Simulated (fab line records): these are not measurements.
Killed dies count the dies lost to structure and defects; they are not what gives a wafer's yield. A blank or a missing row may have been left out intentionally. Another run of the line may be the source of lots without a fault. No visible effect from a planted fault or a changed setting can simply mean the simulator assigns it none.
fab line records	flow n5Finfet
record lots=8	wafers=24	lastDay=18
route steps=1938 shown SD_EPI_P@306 SD_ACTIVATION@330 BEOL_M4@1111 PASSIVATION@1936
lots with no fault: from the same line, run without faults
startH: start of the lot's first displayed wafer, in hours after the record's first day	waitH: hours since the lot's step before	" same as the row above	L1.1+2: one row covering several wafers at once	- no value, or no start was given	* or withheld: withheld	< > ~ a bound
route shown NAME@n: NAME is a module with steps in the file, n the number in the route of the first one	usual: mean/standard deviation taken from wafers without a fault	same: alike in all rows	chamber/n: place in a boat	sites: the reading at each site	_std_site: standard deviation of those values	_edge_site: the outer-site mean with the inner-site mean subtracted	radiusMm: how far each site lies from the wafer's centre	mask NAME#n: copy n	behind: the last tool/chamber to shape the wafer	hold: why the lot was held/for how many hours/how that ended	device: whichever transistor did not switch (one of n, p or np)	end of line: the tests these same wafers got at the end of their route	for a step that has no rows: nothing shown but its recipe	killed: dies lost to structure and defects at the first sort, not the wafer's yield	map: dies across one wafer; x = killed, . = not, _ = none there
set.NAME: the setting that was run; set.NAME@STEP: the one run at that earlier step	model.NAME: the simulator's own value behind a step, which no gauge read
the route's steps for a sample of lots (tables are steps, rows are wafers)
services: when a tool's chamber went out of use (startH, in hours from the record's first day, below 0 if earlier), for how many hours, and the reason
## steps
# step N5_SD_EPI_P_DESCUM_14
# recipe chemistry=O2	timeS=7.9	sourcePowerW=50	biasPowerW=20	pressureMtorr=20	rfFrequencyHz=2.712e+07	tempC=40	resist=CAR-ArF-block	o2FlowSccm=225
# usual drypumpMotorCurrentA=5.5/0.4	oesProductAu=0.81/0.097	rfVppV=243.9/1.4	showerheadPlenumPTorr=2.14/0.068	throttleValvePct=20.28/0.22
lot.wafer	tool	chamber	startH	waitH	drypumpMotorCurrentA	oesProductAu	rfHoursCounterH	rfVppV	showerheadPlenumPTorr	throttleValvePct
L837.1	rieDiel-05	2	61.30	0.3	5.2	0.68	242	244.8	2.16	20.35
L837.2	"	1	"	"	5.5	0.78	109	245.7	2.20	20.44
L837.6	"	3	"	"	5.7	0.74	-	245.5	2.17	20.10
L838.1	rieDiel-01	0	68.98	0.0	6.2	0.85	57	244.1	2.13	20.11
L838.2	"	1	"	"	6.0	0.76	141	244.2	2.10	20.55
L838.6	"	0	"	"	6.3	0.84	-	242.9	2.13	20.10
L847.3	rieDiel-06	3	126.29	0.4	5.5	0.71	206	242.4	2.16	20.54
L847.4	"	1	"	"	5.6	0.90	28	245.5	2.20	20.00
L847.5	"	0	"	"	5.0	0.76	-	244.7	2.17	20.22
L848.1	rieDiel-05	3	126.61	0.1	5.7	0.73	194	244.0	2.16	20.14
L848.2	"	0	"	"	6.0	0.92	19	243.3	2.14	20.09
L848.3	"	1	"	"	5.5	0.77	132	243.4	2.19	20.47
L850.2	rieDiel-06	2	137.76	0.3	5.5	0.89	35	242.3	2.12	20.07
L850.3	"	3	"	"	5.6	0.70	209	244.2	2.16	20.54
L850.6	"	3	"	"	5.6	0.70	-	243.9	2.16	20.54
L851.2	rieDiel-05	2	149.29	0.0	5.2	0.95	15	244.2	2.15	20.05
L851.3	"	1	"	"	5.5	0.77	138	246.1	2.19	20.48
L851.4	"	0	"	"	6.0	0.91	26	244.3	2.14	20.09
L853.3	rieDiel-05	0	157.75	0.0	6.0	0.90	28	242.4	2.14	20.10
L853.4	"	2	"	"	5.2	0.94	18	242.5	2.15	20.06
L853.6	"	1	"	"	5.5	0.76	-	243.7	2.19	20.50
L855.1	rieDiel-01	3	169.66	0.0	5.1	0.94	16	246.2	2.24	20.33
L855.2	"	2	"	"	4.9	0.70	225	241.0	1.97	20.59
L855.3	"	1	"	"	6.0	0.74	174	241.9	2.09	20.62
# step N5_SD_EPI_P_ETCH_16
# recipe chemistry=CHF3/O2	target=SiO2	targetDepthA=50	maskMaterial=SOC	pressureMtorr=30	sourceW=650	biasW=170	Ar_flow_sccm=200	CHF3_flow_sccm=50	O2_flow_sccm=5	ionEnergyEv=200
# usual drypumpMotorCurrentA=5.5/0.4	oesProductAu=0.81/0.097	rfVppV=528/11	showerheadPlenumPTorr=2.46/0.068	throttleValvePct=18.78/0.25
lot.wafer	tool	chamber	startH	waitH	drypumpMotorCurrentA	oesProductAu	rfHoursCounterH	rfVppV	showerheadPlenumPTorr	throttleValvePct
L837.1	rieDiel-05	2	61.92	0.1	5.2	0.68	242	544	2.48	18.85
L837.2	"	1	"	"	5.5	0.78	109	545	2.52	18.83
L837.6	"	3	"	"	5.7	0.74	-	530	2.47	18.55
L838.1	rieDiel-01	0	69.60	0.1	6.3	0.85	57	529	2.44	18.49
L838.2	"	1	"	"	6.0	0.76	141	516	2.43	19.10
L838.6	"	0	"	"	6.2	0.86	-	528	2.44	18.47
L847.3	rieDiel-06	3	126.90	0.1	5.5	0.70	206	518	2.50	19.13
L847.4	"	1	"	"	5.6	0.89	29	522	2.55	18.60
L847.5	"	0	"	"	5.0	0.77	-	528	2.49	18.70
L848.1	rieDiel-05	3	127.23	0.1	5.8	0.73	195	528	2.47	18.57
L848.2	"	0	"	"	6.0	0.94	19	516	2.47	18.62
L848.3	"	1	"	"	5.5	0.77	132	543	2.51	18.87
L850.2	rieDiel-06	2	138.38	0.1	5.5	0.89	36	536	2.46	18.70
L850.3	"	3	"	"	5.6	0.69	210	518	2.50	19.13
L850.6	"	3	"	"	5.6	0.70	-	517	2.50	19.12
L851.2	rieDiel-05	2	149.90	0.1	5.2	0.95	16	543	2.47	18.51
L851.3	"	1	"	"	5.5	0.76	139	544	2.50	18.88
L851.4	"	0	"	"	6.0	0.91	26	517	2.47	18.64
L853.3	rieDiel-05	0	158.37	0.1	6.0	0.90	28	514	2.47	18.64
L853.4	"	2	"	"	5.2	0.93	18	542	2.47	18.52
L853.6	"	1	"	"	5.5	0.76	-	544	2.50	18.88
L855.1	rieDiel-01	3	170.27	0.1	5.1	0.95	16	548	2.54	18.61
L855.2	"	2	"	"	4.9	0.70	226	517	2.30	19.24
L855.3	"	1	"	"	6.0	0.74	174	514	2.42	19.17
# step N5_SD_ACTIVATION_RTA_00
# recipe tempC=975	timeS=0	ambient=N2	idleTempC=600	rampUpCPerS=150	rampDownCPerS=60	coolToC=600
# usual lampPowerPct=8.96/0.054	lamp_zone_1_pct=8.95/0.031	lamp_zone_2_pct=8.949/0.028	lamp_zone_3_pct=8.950/0.026	lamp_zone_4_pct=8.951/0.027	lamp_zone_5_pct=8.953/0.027	lamp_zone_6_pct=8.879/0.028	lamp_zone_7_pct=9.352/0.03	wafer_temp_C_max=974.9/2.1
lot.wafer	tool	chamber	startH	waitH	lampPowerPct	lamp_zone_1_pct	lamp_zone_2_pct	lamp_zone_3_pct	lamp_zone_4_pct	lamp_zone_5_pct	lamp_zone_6_pct	lamp_zone_7_pct	wafer_temp_C_max
L837.1	rtpAnneal-01	0	65.07	0.0	8.87	8.98	8.960	8.921	8.955	8.970	8.841	9.316	972.5
L837.2	"	0	"	"	8.92	8.94	8.940	8.989	8.943	8.961	8.814	9.344	977.0
L837.6	"	0	"	"	8.98	8.99	8.931	8.965	8.951	8.912	8.896	9.382	974.4
L838.1	rtpAnneal-01	0	73.58	0.0	8.96	9.00	8.965	8.926	8.987	8.944	8.885	9.351	976.0
L838.2	"	0	"	"	8.92	8.93	8.925	8.952	8.939	8.987	8.861	9.371	976.7
L838.6	"	0	"	"	9.00	8.96	8.919	8.978	8.927	8.989	8.854	9.369	970.6
L848.1	rtpAnneal-01	0	130.43	0.1	9.33	9.39	9.353	9.368	9.389	9.401	9.279	9.751	974.5
L848.2	"	0	"	"	9.32	9.40	9.371	9.347	9.360	9.383	9.266	9.727	975.8
L848.3	"	0	"	"	9.41	9.35	9.358	9.396	9.379	9.320	9.298	9.786	976.7
L847.3	rtpAnneal-01	0	130.94	0.1	9.40	9.41	9.348	9.380	9.368	9.382	9.277	9.814	975.0
L847.4	"	0	"	"	9.39	9.41	9.333	9.367	9.348	9.401	9.316	9.772	973.5
L847.5	"	0	"	"	9.32	9.41	9.316	9.376	9.385	9.380	9.249	9.798	974.4
L850.2	rtpAnneal-02	0	141.64	0.2	8.97	8.95	8.975	8.916	8.942	8.970	8.857	9.369	974.3
L850.3	"	0	"	"	8.97	8.99	8.906	8.972	8.949	8.870	8.837	9.429	974.6
L850.6	"	0	"	"	8.99	9.00	8.963	8.890	8.974	8.959	8.854	9.361	974.5
L851.2	rtpAnneal-02	0	153.07	0.1	8.92	8.91	8.964	8.912	8.978	8.953	8.822	9.354	974.7
L851.3	"	0	"	"	9.04	8.90	8.960	8.906	8.938	8.961	8.850	9.372	976.3
L851.4	"	0	"	"	8.97	9.02	8.909	8.965	8.957	8.983	8.848	9.326	974.9
L853.3	rtpAnneal-02	0	161.58	0.1	8.96	8.95	8.955	8.979	8.971	8.928	8.880	9.361	971.1
L853.4	"	0	"	"	9.03	8.95	8.937	8.937	8.949	8.947	8.880	9.371	976.0
L853.6	"	0	"	"	9.02	8.94	8.966	8.957	8.984	8.952	8.877	9.365	974.5
L855.1	rtpAnneal-02	0	174.27	0.0	8.98	8.99	9.007	8.970	8.955	8.926	8.876	9.311	970.4
L855.2	"	0	"	"	8.98	8.99	8.923	8.932	8.928	8.956	8.885	9.305	974.7
L855.3	"	0	"	"	8.91	8.91	9.018	8.915	8.945	8.943	8.855	9.334	974.0
# step N5_SD_ACTIVATION_LSA_01
# recipe tempC=1080	timeS=0.0008	ambient=N2
# usual wafer_temp_C_max=1087.0/1.6
lot.wafer	tool	chamber	startH	waitH	wafer_temp_C_max
L837.1	laserAnneal-01	0	65.27	0.2	1086.5
L837.2	"	0	"	"	1087.7
L837.6	"	0	"	"	1086.9
L838.1	laserAnneal-02	0	73.78	0.2	1086.0
L838.2	"	0	"	"	1088.4
L838.6	"	0	"	"	1086.3
L848.1	laserAnneal-01	0	130.63	0.2	1085.5
L848.2	"	0	"	"	1085.0
L848.3	"	0	"	"	1086.6
L847.3	laserAnneal-02	0	131.14	0.2	1088.7
L847.4	"	0	"	"	1087.3
L847.5	"	0	"	"	1088.2
L850.2	laserAnneal-02	0	141.84	0.2	1088.6
L850.3	"	0	"	"	1089.5
L850.6	"	0	"	"	1092.0
L851.2	laserAnneal-01	0	153.27	0.2	1086.5
L851.3	"	0	"	"	1084.7
L851.4	"	0	"	"	1086.1
L853.3	laserAnneal-01	0	161.78	0.2	1087.9
L853.4	"	0	"	"	1087.1
L853.6	"	0	"	"	1085.0
L855.1	laserAnneal-01	0	174.47	0.2	1087.8
L855.2	"	0	"	"	1086.9
L855.3	"	0	"	"	1086.8
# step N5_BEOL_M4_RC_MEAS_101
# usual DIBL_N=36.1/1.9	DIBL_P=36.4/2.5	IOFF_N=0.16/0.036	IOFF_N_85C=3.1/0.56	IOFF_N_LIN=0.074/0.013	IOFF_P=0.22/0.038	IOFF_P_85C=3.7/0.56	IOFF_P_LIN=0.101/0.014	ION_N=672/11	ION_P=462/8	REXT_N=75.1/1.8	REXT_P=100.5/2.3	SS_N=71.6/0.68	SS_P=73.3/0.77	VT_N=250/3.3	VT_N_LVT=99/3.3	VT_P=-250/3.6
lot.wafer	tool	chamber	startH	waitH	DIBL_N[mV/V]	DIBL_P[mV/V]	IOFF_N[nA/um]	IOFF_N_85C[nA/um]	IOFF_N_LIN[nA/um]	IOFF_P[nA/um]	IOFF_P_85C[nA/um]	IOFF_P_LIN[nA/um]	ION_N[uA/um]	ION_P[uA/um]	REXT_N[ohm.um]	REXT_P[ohm.um]	SS_N[mV/dec]	SS_P[mV/dec]	VT_N[mV]	VT_N_LVT[mV]	VT_P[mV]
L837.1	prober-02	0	195.19	0.0	36.0	37.4	0.15	2.9	0.070	0.20	3.6	0.100	672	462	76.8	101.8	71.8	72.7	253	99	-249
L837.2	"	0	"	"	37.3	39.0	0.18	3.4	0.080	0.24	4.2	0.114	677	466	75.4	99.6	72.3	73.0	248	97	-245
L837.6	"	0	"	"	34.0	34.3	0.12	2.4	0.058	0.16	3.0	0.085	667	459	74.8	100.0	70.9	72.2	255	102	-253
L838.1	prober-02	0	198.57	0.0	35.8	34.5	0.14	2.8	0.067	0.20	3.4	0.095	664	457	76.9	101.4	70.9	72.5	252	100	-250
L838.2	"	0	"	"	37.0	37.0	0.16	3.1	0.074	0.23	3.9	0.107	664	454	76.3	101.0	72.2	74.0	251	100	-248
L838.6	"	0	"	"	36.3	37.3	0.16	3.0	0.074	0.24	4.0	0.109	679	465	76.4	99.9	71.7	73.3	249	99	-247
L848.1	prober-01	0	258.05	0.0	50.3	43.3	0.60	9.7	0.197	0.43	6.6	0.173	740	481	66.1	90.6	75.3	75.3	233	81	-239
L848.2	"	0	"	"	49.4	39.5	0.52	8.5	0.161	0.33	5.2	0.143	734	478	65.3	92.3	76.1	74.5	234	85	-242
L848.3	"	0	"	"	50.1	42.9	0.60	9.6	0.211	0.40	6.2	0.168	761	493	64.6	91.0	74.7	74.7	230	80	-238
L847.3	prober-02	0	277.91	0.3	57.6	44.5	2.10	26.5	0.295	0.46	6.9	0.175	763	486	65.7	94.9	84.9	75.2	227	75	-239
L847.4	"	0	"	"	48.6	39.4	0.66	10.0	0.186	0.31	5.0	0.135	738	475	66.3	94.5	75.9	73.5	234	81	-244
L847.5	"	0	"	"	49.9	40.5	0.71	10.5	0.201	0.32	5.2	0.138	734	475	66.6	96.0	75.8	74.2	233	80	-244
L850.2	prober-02	0	287.89	0.2	32.7	33.9	0.12	2.4	0.057	0.17	3.0	0.083	649	456	77.5	99.4	71.4	72.4	253	102	-253
L850.3	"	0	"	"	35.0	36.7	0.13	2.7	0.064	0.19	3.4	0.092	659	456	78.2	100.4	71.4	72.8	255	102	-253
L850.6	"	0	"	"	34.2	36.0	0.14	2.8	0.067	0.18	3.3	0.089	674	461	76.3	99.4	71.5	73.4	252	99	-254
L851.2	prober-01	0	288.11	0.2	34.9	33.6	0.13	2.6	0.061	0.24	4.1	0.120	663	472	74.2	95.6	70.4	72.7	251	104	-243
L851.3	"	0	"	"	35.8	32.5	0.14	2.8	0.064	0.22	3.8	0.114	660	463	72.9	96.2	70.8	73.4	250	101	-242
L851.4	"	0	"	"	37.4	36.1	0.16	3.1	0.073	0.30	4.8	0.138	672	474	72.6	94.5	71.4	73.4	252	99	-240
L853.3	prober-02	0	307.62	0.3	36.5	35.0	0.16	3.0	0.074	0.22	3.7	0.103	678	466	78.0	98.9	71.7	72.2	249	98	-248
L853.4	"	0	"	"	36.6	35.6	0.16	3.0	0.075	0.22	3.7	0.103	685	472	78.0	99.9	71.8	73.8	250	98	-249
L853.6	"	0	"	"	37.9	36.2	0.18	3.2	0.080	0.23	3.9	0.109	677	468	77.4	98.9	72.0	72.8	250	97	-248
L855.1	prober-02	0	309.15	0.0	36.5	37.3	0.16	3.1	0.076	0.22	3.7	0.103	675	468	75.6	101.1	71.6	73.4	249	98	-249
L855.2	"	0	"	"	37.7	37.8	0.18	3.4	0.080	0.22	3.8	0.103	683	462	75.4	101.9	71.6	74.1	251	98	-251
L855.3	"	0	"	"	34.7	34.8	0.13	2.6	0.061	0.18	3.2	0.090	659	456	74.7	101.6	71.2	73.0	251	103	-254
# step N5_PASSIVATION_PROBE_49
# usual defectLimitedYield=91.2/1.4	killed_at_M0_to_M3=34/11	killed_at_M4_up=14/6.3	killedAtContacts=13/7.4	killedAtFrontEnd=38/11	killedAtOther=4.3/2.9	killedDies=103/17	killedOpen=68/12	killedShort=34/8	sort_bin_4_leakage=0.00/0.027	sort_bin_5_function=5.1/0.9	sort_bin_6_memory=3.3/0.66	sortNPass=1077/17	sortYieldPct=91.2/1.4
# same grossDies=1180	killedAtBackSide=0	sort_bin_8_speed[%]=0
lot.wafer	tool	chamber	startH	waitH	defectLimitedYield[%]	killed_at_M0_to_M3	killed_at_M4_up	killedAtContacts	killedAtFrontEnd	killedAtOther	killedDies	killedOpen	killedShort	sort_bin_4_leakage[%]	sort_bin_5_function[%]	sort_bin_6_memory[%]	sortNPass	sortYieldPct[%]
L838.1	prober-02	-	310.35	0.0	90.3	31	17	25	41	1	115	76	35	0	6.1	3.4	1065	90.3
L838.2	prober-02	-	310.40	0.1	90.3	29	13	19	52	2	115	77	37	0	5.8	3.6	1065	90.3
L838.6	prober-02	-	310.60	0.3	91.0	28	12	16	44	6	106	72	32	0	5.3	3.6	1074	91.0
L848.1	prober-01	-	369.49	0.0	91.7	30	12	18	37	1	98	67	31	82.29	4.4	3.6	111	9.4
L848.2	prober-01	-	369.54	0.1	93.2	35	11	14	18	2	80	51	29	58.90	4.2	2.5	405	34.3
L848.3	prober-01	-	369.59	0.1	91.0	33	9	15	47	2	106	72	33	78.31	5.8	3.1	150	12.7
L847.3	prober-01	-	384.41	0.1	89.8	56	19	19	23	3	120	72	42	89.83	5.4	4.6	0	0
L847.4	prober-01	-	384.46	0.2	91.4	28	11	22	25	16	102	65	30	85.42	5.3	3.0	70	5.9
L847.5	prober-01	-	384.51	0.2	90.8	44	7	17	32	8	108	72	34	88.56	4.9	4.0	27	2.3
L851.2	prober-01	-	397.73	0.1	92.5	12	15	7	46	8	88	59	24	0	4.7	2.6	1092	92.5
L851.3	prober-01	-	397.78	0.1	91.0	22	28	7	46	3	106	71	31	0	4.9	3.7	1074	91.0
L851.4	prober-01	-	397.83	0.2	93.1	25	14	7	32	3	81	51	29	0	3.9	2.6	1099	93.1
L853.3	prober-01	-	414.20	0.1	91.5	30	10	7	50	3	100	75	25	0	5.0	3.1	1080	91.5
L853.4	prober-01	-	414.25	0.2	93.3	25	16	4	32	2	79	52	27	0	4.7	1.8	1101	93.3
L853.6	prober-01	-	414.35	0.3	92.1	31	9	8	43	2	93	67	25	0	3.9	3.7	1087	92.1
# killed by level:class
L838.1 MOL_CONTACT_COAG:geometricParticle:open=21 FIN_SAQP:geometricParticle:short=11 BEOL_M0_SAQP:geometricParticle:open=11 STI_FIN_REVEAL:geometricParticle:open=9 FIN_SAQP:geometricParticle:open=6 BEOL_M0_SAQP:geometricParticle:short=6 BEOL_M0:geometricParticle:open=5 GATE_CUT:geometricParticle:short=4
L838.2 MOL_CONTACT_COAG:geometricParticle:open=16 STI_FIN_REVEAL:geometricParticle:open=14 FIN_SAQP:geometricParticle:short=10 FIN_SAQP:geometricParticle:open=9 BEOL_M1:geometricParticle:open=9 BEOL_M0:geometricParticle:open=6 BEOL_M4:geometricParticle:open=6 BEOL_M0_SAQP:geometricParticle:open=5
L838.6 MOL_CONTACT_COAG:geometricParticle:open=13 STI_FIN_REVEAL:geometricParticle:open=9 BEOL_M0_SAQP:geometricParticle:open=9 FIN_SAQP:geometricParticle:open=8 BEOL_M0_SAQP:geometricParticle:short=8 FIN_SAQP:geometricParticle:short=7 GATE_CUT:geometricParticle:open=5 BEOL_M1:geometricParticle:open=5
L848.1 STI_FIN_REVEAL:geometricParticle:open=15 MOL_CONTACT_COAG:geometricParticle:open=13 FIN_SAQP:geometricParticle:open=9 BEOL_M0_SAQP:geometricParticle:short=8 BEOL_M2:geometricParticle:open=8 BEOL_M0_SAQP:geometricParticle:open=7 MOL_CONTACT_COAG:geometricParticle:short=5 STI_FIN_REVEAL:geometricParticle:short=4
L848.2 BEOL_M0_SAQP:geometricParticle:open=12 MOL_CONTACT_COAG:geometricParticle:open=11 BEOL_M0_SAQP:geometricParticle:short=10 FIN_SAQP:geometricParticle:open=8 BEOL_M2:geometricParticle:open=6 FIN_SAQP:geometricParticle:short=3 MOL_CONTACT_COAG:geometricParticle:short=3 BEOL_M1:geometricParticle:short=3
L848.3 FIN_SAQP:geometricParticle:open=15 MOL_CONTACT_COAG:geometricParticle:open=14 BEOL_M0_SAQP:geometricParticle:short=8 STI_FIN_REVEAL:geometricParticle:open=7 BEOL_M0_SAQP:geometricParticle:open=7 FIN_SAQP:geometricParticle:short=6 BEOL_M1:geometricParticle:open=6 BEOL_M2:geometricParticle:open=4
L847.3 MOL_CONTACT_COAG:geometricParticle:open=16 BEOL_M0_SAQP:geometricParticle:open=15 BEOL_M0_SAQP:geometricParticle:short=12 BEOL_M1:geometricParticle:open=7 BEOL_M3:geometricParticle:open=7 BEOL_M3:geometricParticle:short=6 BEOL_M4:geometricParticle:open=6 BEOL_M5:geometricParticle:open=5
L847.4 MOL_CONTACT_COAG:geometricParticle:open=20 BEOL_M1:geometricParticle:open=7 BEOL_M0_SAQP:geometricParticle:short=6 BEOL_M0_SAQP:geometricParticle:open=6 PASS1_CAP:geometricParticle:open=6 FIN_SAQP:geometricParticle:short=5 FIN_SAQP:geometricParticle:open=4 BEOL_M3:geometricParticle:open=4
L847.5 FIN_SAQP:geometricParticle:open=15 MOL_CONTACT_COAG:geometricParticle:open=13 BEOL_M1:geometricParticle:open=11 BEOL_M1:geometricParticle:short=7 BEOL_M0_SAQP:geometricParticle:open=6 BEOL_M2:geometricParticle:open=6 FIN_SAQP:geometricParticle:short=5 BEOL_M0_SAQP:geometricParticle:short=5
L851.2 STI_FIN_REVEAL:geometricParticle:open=15 FIN_SAQP:geometricParticle:open=5 FIN_SAQP:geometricParticle:short=5 DUMMY_GATE:geometricParticle:open=4 MOL_CONTACT_COAG:geometricParticle:short=4 BEOL_M0_SAQP:geometricParticle:open=4 BEOL_M3:geometricParticle:open=4 BEOL_M4:geometricParticle:open=4
L851.3 STI_FIN_REVEAL:geometricParticle:open=20 BEOL_M4:geometricParticle:open=17 FIN_SAQP:geometricParticle:short=7 BEOL_M0_SAQP:geometricParticle:open=7 MOL_CONTACT_COAG:geometricParticle:open=6 GATE_CUT:geometricParticle:short=5 BEOL_M3:geometricParticle:open=4 BEOL_M0_SAQP:geometricParticle:short=4
L851.4 FIN_SAQP:geometricParticle:short=9 BEOL_M4:geometricParticle:open=7 STI_FIN_REVEAL:geometricParticle:open=6 MOL_CONTACT_COAG:geometricParticle:open=6 BEOL_M0_SAQP:geometricParticle:open=6 DUMMY_GATE:geometricParticle:open=5 BEOL_M0_SAQP:geometricParticle:short=5 FIN_SAQP:geometricParticle:open=4
L853.3 STI_FIN_REVEAL:geometricParticle:open=22 BEOL_M0_SAQP:geometricParticle:open=10 BEOL_M1:geometricParticle:open=8 FIN_SAQP:geometricParticle:open=7 MOL_CONTACT_COAG:geometricParticle:open=6 DUMMY_GATE:geometricParticle:open=4 STI_FIN_REVEAL:geometricParticle:short=3 GATE_CUT:geometricParticle:short=3
L853.4 FIN_SAQP:geometricParticle:open=8 BEOL_M3:geometricParticle:open=8 FIN_SAQP:geometricParticle:short=6 BEOL_M2:geometricParticle:open=6 DUMMY_GATE:geometricParticle:open=5 BEOL_M4:geometricParticle:open=5 MOL_CONTACT_COAG:geometricParticle:open=4 BEOL_M4:geometricParticle:short=3
L853.6 FIN_SAQP:geometricParticle:open=10 DUMMY_GATE:geometricParticle:open=8 BEOL_M3:geometricParticle:open=8 BEOL_M1:geometricParticle:open=7 STARTING-WAFER:geometricParticle:open=6 MOL_CONTACT_COAG:geometricParticle:open=5 BEOL_M0_SAQP:geometricParticle:short=5 GATE_CUT:geometricParticle:short=4
## services
tool	chamber	startH	hours	kind
rtpAnneal-02	-	49.26	6.7	pm
rtpAnneal-02	-	56.89	3.9	pm
rieDiel-05	0	57.12	-	clean
rieDiel-05	0	57.12	-	consumableReplace:focusRing
rieDiel-05	0	57.12	16.2	scheduledDown
rieDiel-05	0	57.12	16.2	ventCycle
laserAnneal-02	-	57.86	8.4	pm
rieDiel-06	3	59.45	3.1	repair
rieDiel-01	-	61.65	0.1	repair
rieDiel-01	2	64.81	7.6	repair
rieDiel-05	2	83.90	-	clean
rieDiel-05	2	83.90	-	consumableReplace:focusRing
rieDiel-05	2	83.90	13.0	scheduledDown
rieDiel-05	2	83.90	13.0	ventCycle
rieDiel-01	3	99.51	-	clean
rieDiel-01	3	99.51	-	consumableReplace:focusRing
rieDiel-05	-	114.50	1.7	repair
laserAnneal-02	-	123.78	1.1	pm
rtpAnneal-01	-	132.96	0.8	pm
rieDiel-06	1	137.19	5.7	repair
laserAnneal-01	-	145.49	0.9	repair
rieDiel-01	-	159.20	4.3	pm
rieDiel-01	0	168.31	12.2	repair
rieDiel-05	0	174.08	11.0	repair
## key
firstSign step=N5_SD_ACTIVATION_RTA_00	reading=lamp_zone_3_pct	direction=up	sigmas=16	usual=*	struck=*
effect step=N5_SD_ACTIVATION_RTA_00	reading=lamp_zone_4_pct	direction=up	sigmas=16	usual=*	struck=*
effect step=N5_BEOL_M4_RC_MEAS_101	reading=IOFF_N	direction=up	sigmas=20	usual=0.16	struck=0.86
effect step=N5_BEOL_M4_RC_MEAS_101	reading=IOFF_N_85C	direction=up	sigmas=17	usual=3.1	struck=12.5
effect step=N5_BEOL_M4_RC_MEAS_101	reading=IOFF_N_LIN	direction=up	sigmas=11	usual=0.074	struck=0.209
effect step=N5_BEOL_M4_RC_MEAS_101	reading=SS_N	direction=up	sigmas=8	usual=71.6	struck=77.1
effect step=N5_BEOL_M4_RC_MEAS_101	reading=DIBL_N	direction=up	sigmas=7.8	usual=36.1	struck=51.0
effect step=N5_BEOL_M4_RC_MEAS_101	reading=ION_N	direction=up	sigmas=6.4	usual=672	struck=745
effect step=N5_BEOL_M4_RC_MEAS_101	reading=VT_N_LVT	direction=down	sigmas=5.8	usual=99	struck=80
effect step=N5_BEOL_M4_RC_MEAS_101	reading=VT_N	direction=down	sigmas=5.6	usual=250	struck=232
effect step=N5_BEOL_M4_RC_MEAS_101	reading=REXT_N	direction=down	sigmas=5.1	usual=75.1	struck=65.8
effect step=N5_BEOL_M4_RC_MEAS_101	reading=IOFF_P	direction=up	sigmas=4.2	usual=0.22	struck=0.38
effect step=N5_BEOL_M4_RC_MEAS_101	reading=IOFF_P_LIN	direction=up	sigmas=3.9	usual=0.101	struck=0.155
effect step=N5_BEOL_M4_RC_MEAS_101	reading=IOFF_P_85C	direction=up	sigmas=3.8	usual=3.7	struck=5.8
effect step=N5_PASSIVATION_PROBE_49	reading=sort_bin_4_leakage	direction=up	sigmas=99+	usual=0.00	struck=80.55
metAt N5_SD_ACTIVATION_RTA_00
struckLots L847,L848
notActingAt N5_SD_EPI_P_DESCUM_14,N5_SD_EPI_P_ETCH_16,N5_SD_ACTIVATION_LSA_01
onsetBetween 73.58 130.43
fault kind=processParameterDrift	tool=rtpAnneal-01	chamber=-	onsetH=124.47	steps=N5_SD_ACTIVATION_RTA_00	channel=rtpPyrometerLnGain	offset=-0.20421	shape=step	endH=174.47
